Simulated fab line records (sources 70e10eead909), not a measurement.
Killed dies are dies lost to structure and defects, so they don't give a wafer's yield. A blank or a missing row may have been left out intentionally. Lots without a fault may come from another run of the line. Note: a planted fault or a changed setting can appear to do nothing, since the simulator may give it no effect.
Matching of chambers	flow nand harc	NHARC_A_CONTACT_ETCH_92 on rie diel-05 has 4 sister chambers
The step etches the open film in CH3F/O2, target depth 40 nm, time 85.7 s. 4 wafers are shown with their chamber, then 11 later ones without.

## WAFERS, EACH WITH ITS CHAMBER
wafer	chamber	showerhead plenum p Torr (Torr)
L085.3	1	2.59
L087.1	3	2.49
L087.6	0	2.60
L090.1	2	2.64

## WAFERS MISSING THEIR CHAMBER
wafer	showerhead plenum p Torr (Torr)
L090.3	2.49
L090.5	2.64
L088.4	2.60
L088.5	2.49
L088.6	2.64
L092.1	2.59
L092.2	2.64
L092.3	2.49
L097.2	2.64
L097.3	2.59
L097.6	2.58

## EACH ONE'S CHAMBER
wafer	from the rows above	in truth
L090.3	3	3
L090.5	2	2
L088.4	0	0
L088.5	3	3
L088.6	2	2
L092.1	1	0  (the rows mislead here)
L092.2	2	2
L092.3	3	3
L097.2	2	2
L097.3	1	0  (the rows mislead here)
L097.6	1	1
Correctly placed: 9 of 11. From these rows, 0 cannot be placed. Number placed wrongly: 2.
How it was worked out, from the rows above alone: a wafer's distance from a chamber is the root of the sum, over the readings, of the square of ((its reading less the chamber's mean) divided by the reading's scatter). If the next closest chamber is less than 2 further off than the closest, the wafer can't be placed; otherwise it belongs to the closest. The mean given for a chamber averages the wafers shown for that chamber. The scatter: with one shown wafer a chamber, the root of the mean of the squares of how far each hidden wafer lies from its nearest shown one.
